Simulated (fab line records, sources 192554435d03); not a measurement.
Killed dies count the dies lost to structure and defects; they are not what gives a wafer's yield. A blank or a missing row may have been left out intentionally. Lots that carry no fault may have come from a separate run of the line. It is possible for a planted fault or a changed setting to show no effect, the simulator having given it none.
What tool caused it?	flow n5 finfet	54 wafers from 18 lots sampled at 6 of the route's 1938 steps

== WHAT EACH GAUGE READ, for each wafer ==
No reading from a measuring or inspecting step in the record can be judged against a usual standard deviation.

== TOOL THAT RAN EACH LOT (tool first, then ch and the chambers of the sampled wafers, then the start) ==
lot	N5_BEOL_M7_CMP_52	N5_BEOL_M8_ETCH_61	N5_BEOL_M8_ETCH_62	N5_BEOL_M8_ETCH_66	N5_BEOL_M8_VIA_ETCH_34	N5_BEOL_M8_DEP_56
L074	cmp-01 ch 2,3, day 10 04:38	rie diel-03 ch 1,2,3, day 10 06:44	rie diel-03 ch 1,2,3, day 10 06:47	rie diel-03 ch 0,1,2, day 10 10:08	rie diel-03 ch 0,1,2, day 10 10:15	pecvd-03 ch 0,1, day 10 14:05
L075	cmp-02 ch 0,1,2, day 10 07:18	rie diel-03 ch 1,3, day 10 10:30	rie diel-03 ch 1,3, day 10 10:34	rie diel-03 ch 0,1,2, day 10 13:11	rie diel-03 ch 0,1,2, day 10 13:17	pecvd-01 ch 0,2, day 10 15:32
L078	cmp-02 ch 0,1,2, day 12 07:47	rie diel-05 ch 2,3, day 12 09:38	rie diel-05 ch 2,3, day 12 09:41	rie diel-03 ch 0,2, day 12 11:34	rie diel-03 ch 0,2, day 12 11:40	pecvd-01 ch 0,2, day 12 15:53
L079	cmp-01 ch 0,2,3, day 13 01:16	rie diel-01 ch 0,1,2, day 13 03:56	rie diel-01 ch 0,1,2, day 13 03:59	rie diel-03 ch 0,1,2, day 13 07:14	rie diel-03 ch 0,1,2, day 13 07:20	pecvd-01 ch 0,2, day 13 11:53
L080	cmp-04 ch 0,1,2, day 13 04:58	rie diel-01 ch 1,3, day 13 08:36	rie diel-01 ch 1,3, day 13 08:39	rie diel-01 ch 0,1,2, day 13 10:51	rie diel-01 ch 0,1,2, day 13 10:57	pecvd-03 ch 1,2, day 13 13:56
L081	cmp-01 ch 0,1,2, day 13 11:52	rie diel-01 ch 1,3, day 13 15:07	rie diel-01 ch 1,3, day 13 15:10	rie diel-03 ch 0,1,3, day 13 17:38	rie diel-03 ch 0,1,3, day 13 17:44	pecvd-03 ch 0,1, day 13 23:29
L082	cmp-02 ch 0,1,3, day 13 17:47	rie diel-05 ch 1,2,3, day 13 22:40	rie diel-05 ch 1,2,3, day 13 22:43	rie diel-01 ch 0,1,2, day 14 02:30	rie diel-01 ch 0,1,2, day 14 02:36	pecvd-02 ch 0,2, day 14 06:10
L083	cmp-02 ch 0,2,3, day 14 06:16	rie diel-03 ch 0,1,3, day 14 08:47	rie diel-03 ch 0,1,3, day 14 08:50	rie diel-01 ch 0,2, day 14 09:49	rie diel-01 ch 0,2, day 14 09:55	pecvd-02 ch 1,2, day 14 14:35
L084	cmp-02 ch 0,1,3, day 14 14:09	rie diel-05 ch 1,2,3, day 14 18:04	rie diel-05 ch 1,2,3, day 14 18:07	rie diel-05 ch 0,2,3, day 14 21:08	rie diel-05 ch 0,2,3, day 14 21:14	pecvd-01 ch 0,1, day 15 01:20
L085	cmp-04 ch 0,1,2, day 14 16:02	rie diel-01 ch 0,1, day 14 19:35	rie diel-01 ch 0,1, day 14 19:39	rie diel-01 ch 0,1, day 14 21:15	rie diel-01 ch 0,1, day 14 21:21	pecvd-01 ch 0,2, day 15 01:35
L086	cmp-04 ch 0,1,3, day 14 19:10	rie diel-01 ch 0,1,3, day 14 22:01	rie diel-01 ch 0,1,3, day 14 22:04	rie diel-01 ch 0,1,3, day 14 23:28	rie diel-01 ch 0,1,3, day 14 23:34	pecvd-03 ch 1,2, day 15 03:46
L089	cmp-01 ch 0,3, day 15 03:43	rie diel-01 ch 0,3, day 15 07:58	rie diel-01 ch 0,3, day 15 08:04	rie diel-03 ch 2,3, day 15 10:16	rie diel-03 ch 2,3, day 15 10:22	pecvd-02 ch 1,2, day 15 12:54
L091	cmp-01 ch 1,2, day 16 01:41	rie diel-03 ch 0,2,3, day 16 05:32	rie diel-03 ch 0,2,3, day 16 05:35	rie diel-05 ch 0,1, day 16 06:43	rie diel-05 ch 0,1, day 16 06:49	pecvd-03 ch 1,2, day 16 10:39
L094	cmp-02 ch 0,1,2, day 16 11:20	rie diel-05 ch 1,3, day 16 15:31	rie diel-05 ch 1,3, day 16 15:34	rie diel-01 ch 1,2,3, day 16 18:22	rie diel-01 ch 1,2,3, day 16 18:28	pecvd-03 ch 0,2, day 16 21:37
L093	cmp-01 ch 0,1,2, day 16 15:02	rie diel-03 ch 0,1,3, day 16 16:55	rie diel-03 ch 0,1,3, day 16 16:58	rie diel-05 ch 0,1, day 16 18:29	rie diel-05 ch 0,1, day 16 18:35	pecvd-01 ch 1,2, day 16 21:43
L095	cmp-04 ch 0,1,2, day 16 16:59	rie diel-03 ch 0,2,3, day 16 19:32	rie diel-03 ch 0,2,3, day 16 19:36	rie diel-05 ch 0,1,3, day 16 20:44	rie diel-05 ch 0,1,3, day 16 20:50	pecvd-01 ch 0,2, day 17 01:27
L096	cmp-04 ch 1,2, day 16 20:17	rie diel-05 ch 0,1, day 16 22:07	rie diel-05 ch 0,1, day 16 22:10	rie diel-05 ch 0,1,3, day 16 23:38	rie diel-05 ch 0,1,3, day 16 23:44	pecvd-02 ch 0,2, day 17 02:47
L097	cmp-04 ch 0,1, day 16 21:23	rie diel-01 ch 1,2,3, day 17 00:53	rie diel-01 ch 1,2,3, day 17 00:57	rie diel-05 ch 1,3, day 17 03:38	rie diel-05 ch 1,3, day 17 03:44	pecvd-03 ch 0,1,2, day 17 06:22
- N5_BEOL_M7_CMP_52: polishes, stops on SiCOH lowk, t overpolish 6.9 s, target thk 80 nm.
- N5_BEOL_M8_ETCH_61: etches SiARC in CF4, target depth 45.5 nm, time 75.8 s.
- N5_BEOL_M8_ETCH_62: etches SOC in N2/H2, target depth 110 nm, overetch 22 nm, time 165 s.
- N5_BEOL_M8_ETCH_66: etches SOC in N2/H2, target depth 80 nm, overetch 16 nm, time 120 s.
- N5_BEOL_M8_VIA_ETCH_34: etches SiCOH lowk in C4F6/O2, target depth 125.5 nm, time 50.5 s.
- N5_BEOL_M8_DEP_56: deposits SiCN from 3MS/NH3, target thk 10 nm, time 17.5 s.

== AS READ BY THE TOOLS THEMSELVES (means over the sampled wafers that have a number; for cases with no such wafer, the mark the record gives instead) ==
N5_BEOL_M7_CMP_52. Usual: barrier field endpoint s 29.0 s, standard deviation 0.87; edge zone pressure frac 1.000, standard deviation 0.005; motor current A 6.1 A, standard deviation 0.41; overpolish run s 6.899 s, standard deviation 0.0092; slurry filter dp kPa 13.51 kPa, standard deviation 0.13; time to endpoint s 63 s, standard deviation 3.7.
lot	tool	barrier field endpoint s (s)	edge zone pressure frac	motor current A (A)	overpolish run s (s)	slurry filter dp kPa (kPa)	time to endpoint s (s)	flag
L074	cmp-01	29.4	0.999	6.2	6.908	13.36	65	
L075	cmp-02	29.2	0.998	6.4	6.908	13.34	66	
L078	cmp-02	29.0	0.998	6.2	6.901	13.64	59	
L079	cmp-01	28.8	1.004	6.0	6.896	13.62	62	
L080	cmp-04	29.4	0.997	5.9	6.895	13.50	65	
L081	cmp-01	29.7	1.002	6.2	6.899	13.46	63	
L082	cmp-02	28.0	0.998	6.2	6.895	13.56	61	
L083	cmp-02	28.6	0.993	6.2	6.898	13.68	60	
L084	cmp-02	28.6	1.004	6.0	6.905	13.60	60	
L085	cmp-04	29.1	0.999	5.9	6.903	13.48	63	
L086	cmp-04	30.0	0.999	6.1	6.900	13.52	68	
L089	cmp-01	29.0	1.002	6.2	6.904	13.43	66	
L091	cmp-01	28.9	0.996	6.2	6.895	13.53	64	
L094	cmp-02	29.0	1.000	6.2	6.902	13.48	62	
L093	cmp-01	28.9	0.999	6.2	6.906	13.60	61	
L095	cmp-04	30.0	1.001	5.7	6.895	13.56	63	
L096	cmp-04	30.4	1.006	6.0	6.901	13.44	68	
L097	cmp-04	30.1	1.002	6.2	6.904	13.47	70	

N5_BEOL_M8_ETCH_61. Usual: value, then standard deviation, for each; drypump motor current A 6.0 A / 0.51; etch rf on time s 75.7 s / 1.7; mfc ar sccm 100.0 sccm / 0.31; oes product au 0.68 a.u. / 0.054; rf vpp V 183.6 V / 1.3; showerhead plenum p Torr 2.12 Torr / 0.074; throttle valve pct 15.63 % / 0.19.
lot	tool	drypump motor current A (A)	etch rf on time s (s)	mfc ar sccm (sccm)	oes product au (a.u.)	rf vpp V (V)	showerhead plenum p Torr (Torr)	throttle valve pct (%)	flag
L074	rie diel-03	6.3	74.6	100.1	0.68	184.6	2.18	15.78	
L075	rie diel-03	6.2	77.0	99.7	0.67	185.0	2.18	15.66	
L078	rie diel-05	5.6	73.9	99.8	0.72	183.8	2.14	15.46	
L079	rie diel-01	6.0	76.8	99.9	0.63	183.0	2.11	15.63	
L080	rie diel-01	6.0	73.9	99.9	0.66	182.9	2.04	15.37	
L081	rie diel-01	6.0	73.8	100.1	0.67	182.6	2.04	15.39	
L082	rie diel-05	5.7	74.6	100.1	0.70	183.6	2.13	15.55	
L083	rie diel-03	6.0	76.8	100.2	0.72	184.5	2.14	15.63	
L084	rie diel-05	5.8	74.8	99.6	0.69	184.4	2.13	15.56	
L085	rie diel-01	6.4	74.6	100.3	0.66	182.6	2.07	15.51	
L086	rie diel-01	5.9	75.9	99.9	0.63	182.6	2.02	15.57	
L089	rie diel-01	5.9	77.7	99.8	0.61	182.1	2.01	15.73	
L091	rie diel-03	6.1	75.0	100.1	0.70	184.4	2.14	15.77	
L094	rie diel-05	6.0	75.3	99.9	0.72	183.8	2.09	15.46	
L093	rie diel-03	6.0	76.3	100.0	0.70	184.4	2.14	15.66	
L095	rie diel-03	6.1	75.3	100.1	0.70	183.8	2.14	15.78	
L096	rie diel-05	5.6	76.0	100.0	0.68	183.3	2.14	15.61	
L097	rie diel-01	5.6	75.6	99.8	0.69	183.5	2.07	15.44	

N5_BEOL_M8_ETCH_62. Usual: drypump motor current A 6.0 A, standard deviation 0.51; n2 flow sccm 200.1 sccm, standard deviation 0.67; oes product au 0.68 a.u., standard deviation 0.051; rf vpp V 522.8 V, standard deviation 2.6; showerhead plenum p Torr 2.50 Torr, standard deviation 0.092; throttle valve pct 17.80 %, standard deviation 0.22.
lot	tool	drypump motor current A (A)	n2 flow sccm (sccm)	oes product au (a.u.)	rf vpp V (V)	showerhead plenum p Torr (Torr)	throttle valve pct (%)	flag
L074	rie diel-03	6.3	200.2	0.66	525.6	2.59	17.96	
L075	rie diel-03	6.2	199.2	0.67	525.6	2.59	17.87	
L078	rie diel-05	5.6	200.0	0.70	524.6	2.52	17.58	
L079	rie diel-01	6.0	200.3	0.64	522.8	2.50	17.84	
L080	rie diel-01	6.0	199.4	0.65	520.6	2.42	17.61	
L081	rie diel-01	6.0	199.4	0.65	520.5	2.42	17.61	
L082	rie diel-05	5.8	199.6	0.69	524.2	2.52	17.68	
L083	rie diel-03	6.0	200.1	0.71	523.4	2.54	17.89	
L084	rie diel-05	5.8	200.5	0.69	523.0	2.52	17.67	
L085	rie diel-01	6.3	200.1	0.65	520.8	2.46	17.74	
L086	rie diel-01	5.9	200.0	0.63	520.2	2.40	17.71	
L089	rie diel-01	5.8	200.2	0.62	518.6	2.37	17.81	
L091	rie diel-03	6.1	199.4	0.69	523.1	2.54	18.00	
L094	rie diel-05	6.0	200.2	0.70	521.9	2.45	17.57	
L093	rie diel-03	6.0	199.7	0.70	523.6	2.54	17.91	
L095	rie diel-03	6.1	200.5	0.69	524.2	2.54	18.01	
L096	rie diel-05	5.7	200.2	0.68	522.9	2.52	17.72	
L097	rie diel-01	5.7	200.3	0.68	521.5	2.45	17.66	

N5_BEOL_M8_ETCH_66. Usual: drypump motor current A 5.9 A, standard deviation 0.49; n2 flow sccm 200.0 sccm, standard deviation 0.6; oes product au 0.61 a.u., standard deviation 0.044; rf vpp V 522.7 V, standard deviation 2.5; showerhead plenum p Torr 2.50 Torr, standard deviation 0.085; throttle valve pct 17.75 %, standard deviation 0.22.
lot	tool	drypump motor current A (A)	n2 flow sccm (sccm)	oes product au (a.u.)	rf vpp V (V)	showerhead plenum p Torr (Torr)	throttle valve pct (%)	flag
L074	rie diel-03	6.4	199.5	0.64	523.6	2.54	17.82	
L075	rie diel-03	6.4	199.8	0.63	524.1	2.54	17.82	
L078	rie diel-03	6.2	200.1	0.61	523.5	2.50	17.98	
L079	rie diel-03	6.4	200.0	0.61	524.1	2.53	17.84	
L080	rie diel-01	6.0	199.9	0.57	522.6	2.50	17.82	
L081	rie diel-03	6.0	200.5	0.65	524.2	2.55	17.88	
L082	rie diel-01	6.0	200.2	0.56	522.8	2.50	17.83	
L083	rie diel-01	5.9	199.5	0.56	522.1	2.48	17.92	
L084	rie diel-05	5.5	200.0	0.61	523.8	2.55	17.71	
L085	rie diel-01	6.4	200.6	0.59	521.3	2.46	17.74	
L086	rie diel-01	5.9	199.5	0.57	520.2	2.40	17.70	
L089	rie diel-03	6.0	200.0	0.66	524.2	2.59	17.95	
L091	rie diel-05	5.9	200.2	0.63	522.9	2.49	17.66	
L094	rie diel-01	5.7	199.9	0.61	521.1	2.45	17.64	
L093	rie diel-05	5.7	200.2	0.61	523.3	2.52	17.72	
L095	rie diel-05	5.7	199.7	0.62	523.2	2.49	17.60	
L096	rie diel-05	5.7	200.1	0.62	522.8	2.49	17.60	
L097	rie diel-05	6.0	200.4	0.64	521.5	2.45	17.55	

N5_BEOL_M8_VIA_ETCH_34. Usual: drypump motor current A 5.9 A, standard deviation 0.49; mfc ar sccm 300.0 sccm, standard deviation 0.91; oes_ar_750_au 0.80 a.u., standard deviation 0.058; oes_o_777_au 0.80 a.u., standard deviation 0.063; oes product au 0.79 a.u., standard deviation 0.06; rf vpp V 657 V, standard deviation 11; showerhead plenum p Torr 2.81 Torr, standard deviation 0.092; throttle valve pct 20.88 %, standard deviation 0.21.
lot	tool	drypump motor current A (A)	mfc ar sccm (sccm)	oes_ar_750_au (a.u.)	oes_o_777_au (a.u.)	oes product au (a.u.)	rf vpp V (V)	showerhead plenum p Torr (Torr)	throttle valve pct (%)	flag
L074	rie diel-03	6.4	300.5	0.84	0.84	0.82	653	2.85	20.92	
L075	rie diel-03	6.4	298.6	0.83	0.84	0.82	652	2.85	20.94	
L078	rie diel-03	6.2	300.0	0.81	0.80	0.80	657	2.80	21.05	
L079	rie diel-03	6.4	300.1	0.81	0.82	0.80	652	2.84	20.95	
L080	rie diel-01	6.0	300.4	0.74	0.73	0.74	657	2.80	20.89	
L081	rie diel-03	6.0	300.2	0.85	0.85	0.85	665	2.85	20.94	
L082	rie diel-01	6.0	300.1	0.73	0.74	0.73	657	2.80	20.89	
L083	rie diel-01	5.9	300.3	0.72	0.70	0.71	656	2.79	21.05	
L084	rie diel-05	5.5	300.3	0.80	0.80	0.79	658	2.87	20.87	
L085	rie diel-01	6.4	300.6	0.76	0.77	0.76	647	2.74	20.75	
L086	rie diel-01	5.9	300.5	0.75	0.75	0.74	650	2.69	20.77	
L089	rie diel-03	6.0	299.2	0.87	0.88	0.87	669	2.90	21.13	
L091	rie diel-05	5.9	299.8	0.82	0.81	0.82	658	2.81	20.86	
L094	rie diel-01	5.7	301.0	0.81	0.80	0.80	663	2.75	20.71	
L093	rie diel-05	5.6	299.4	0.80	0.78	0.79	654	2.85	20.96	
L095	rie diel-05	5.7	299.6	0.81	0.82	0.81	657	2.81	20.82	
L096	rie diel-05	5.7	299.1	0.82	0.81	0.81	657	2.81	20.83	
L097	rie diel-05	6.0	300.1	0.83	0.83	0.84	660	2.77	20.77	

N5_BEOL_M8_DEP_56. Usual: chamber pressure Torr 3.000 Torr, standard deviation 0.0068; showerhead plenum p Torr 3.665 Torr, standard deviation 0.014; throttle valve pct 9.0 %, standard deviation 0.44.
lot	tool	chamber pressure Torr (Torr)	showerhead plenum p Torr (Torr)	throttle valve pct (%)	flag
L074	pecvd-03	3.003	3.668	9.1	
L075	pecvd-01	2.998	3.652	9.1	
L078	pecvd-01	3.002	3.668	8.9	
L079	pecvd-01	3.006	3.658	9.0	
L080	pecvd-03	3.005	3.670	8.9	
L081	pecvd-03	2.993	3.664	9.3	
L082	pecvd-02	3.010	3.667	9.0	
L083	pecvd-02	3.002	3.682	9.5	
L084	pecvd-01	2.996	3.658	8.4	
L085	pecvd-01	2.996	3.663	9.0	
L086	pecvd-03	3.001	3.668	8.9	
L089	pecvd-02	2.998	3.684	9.3	
L091	pecvd-03	3.002	3.670	8.8	
L094	pecvd-03	2.994	3.666	9.0	
L093	pecvd-01	3.001	3.661	8.4	
L095	pecvd-01	2.993	3.659	8.9	
L096	pecvd-02	2.999	3.654	9.1	
L097	pecvd-03	3.009	3.671	9.0	

== THE ANSWER, worked out from the rows above alone ==
Rule: lot off if the mean of its wafers having a number is beyond 3 standard deviations from the usual mean. Also off: a lot with no number at a reading for which 4 or more lots have one. All remaining lots with rows at the step are treated as sound. The gauges are gone through in route order, then the tools' own readings, and for those a lot's mean is taken as printed above. At the first step where some lot is off, the reading lying furthest off is the one used; lots without a number count as furthest.
No lot is off on any of the readings shown, so nothing can be concluded from this.

== WHAT HAD BEEN PUT IN BY THE SIMULATOR ==
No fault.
